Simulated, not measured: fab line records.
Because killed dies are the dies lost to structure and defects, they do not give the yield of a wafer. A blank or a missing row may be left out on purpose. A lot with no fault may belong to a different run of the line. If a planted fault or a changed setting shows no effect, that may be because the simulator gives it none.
Matching of chambers / flow n5Finfet / N5_BEOL_M5_STRIP_36 on rieDiel-02 has 4 sister chambers
The step strips in N2/H2. 8 wafers are shown with their chamber, then 9 later ones without.

== WAFERS, EACH WITH ITS CHAMBER ==
wafer=L086.5; chamber=0; drypumpMotorCurrentA (A)=5.9; showerheadPlenumPTorr (Torr)=2.50
wafer=L086.6; chamber=2; drypumpMotorCurrentA (A)=6.0; showerheadPlenumPTorr (Torr)=2.48
wafer=L089.1; chamber=3; drypumpMotorCurrentA (A)=5.6; showerheadPlenumPTorr (Torr)=2.62
wafer=L089.3; chamber=1; drypumpMotorCurrentA (A)=6.1; showerheadPlenumPTorr (Torr)=2.48
wafer=L089.6; chamber=0; drypumpMotorCurrentA (A)=5.9; showerheadPlenumPTorr (Torr)=2.50
wafer=L091.1; chamber=1; drypumpMotorCurrentA (A)=6.0; showerheadPlenumPTorr (Torr)=2.47
wafer=L091.2; chamber=3; drypumpMotorCurrentA (A)=5.6; showerheadPlenumPTorr (Torr)=2.62
wafer=L091.6; chamber=2; drypumpMotorCurrentA (A)=6.0; showerheadPlenumPTorr (Torr)=2.47

== WAFERS MISSING THEIR CHAMBER ==
wafer=L095.1; drypumpMotorCurrentA (A)=6.0; showerheadPlenumPTorr (Torr)=2.47
wafer=L095.4; drypumpMotorCurrentA (A)=6.0; showerheadPlenumPTorr (Torr)=2.47
wafer=L095.5; drypumpMotorCurrentA (A)=6.0; showerheadPlenumPTorr (Torr)=2.47
wafer=L096.1; drypumpMotorCurrentA (A)=6.0; showerheadPlenumPTorr (Torr)=2.47
wafer=L096.2; drypumpMotorCurrentA (A)=5.6; showerheadPlenumPTorr (Torr)=2.61
wafer=L096.3; drypumpMotorCurrentA (A)=6.1; showerheadPlenumPTorr (Torr)=2.47
wafer=L096.4; drypumpMotorCurrentA (A)=6.0; showerheadPlenumPTorr (Torr)=2.47
wafer=L096.5; drypumpMotorCurrentA (A)=5.6; showerheadPlenumPTorr (Torr)=2.61
wafer=L096.6; drypumpMotorCurrentA (A)=6.0; showerheadPlenumPTorr (Torr)=2.47

== WHICH CHAMBER EACH ONE RAN IN ==
wafer=L095.1; from the rows above=can't be placed: 2 or 1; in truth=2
wafer=L095.4; from the rows above=can't be placed: 2 or 1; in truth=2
wafer=L095.5; from the rows above=can't be placed: 2 or 1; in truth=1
wafer=L096.1; from the rows above=can't be placed: 2 or 1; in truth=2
wafer=L096.2; from the rows above=3; in truth=3
wafer=L096.3; from the rows above=can't be placed: 1 or 2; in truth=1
wafer=L096.4; from the rows above=can't be placed: 2 or 1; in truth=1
wafer=L096.5; from the rows above=3; in truth=3
wafer=L096.6; from the rows above=can't be placed: 2 or 1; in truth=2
Correct placement for 2 of the 9. Cannot be placed on the basis of these rows: 7; the candidates contain the true chamber in 7. 0 placed wrongly.
How it was worked out, from the rows above alone: a wafer's distance from a chamber is the root of the sum, over the readings, of the square of ((its reading less the chamber's mean) divided by the reading's scatter). The wafer belongs to the nearest chamber; if the next one is less than 2 further off, it can't be placed. Each chamber's mean is taken over the wafers shown for it. The scatter: take each reading less its chamber's mean, square it, sum over the shown wafers, divide by the number of wafers less the number of chambers, and take the root.
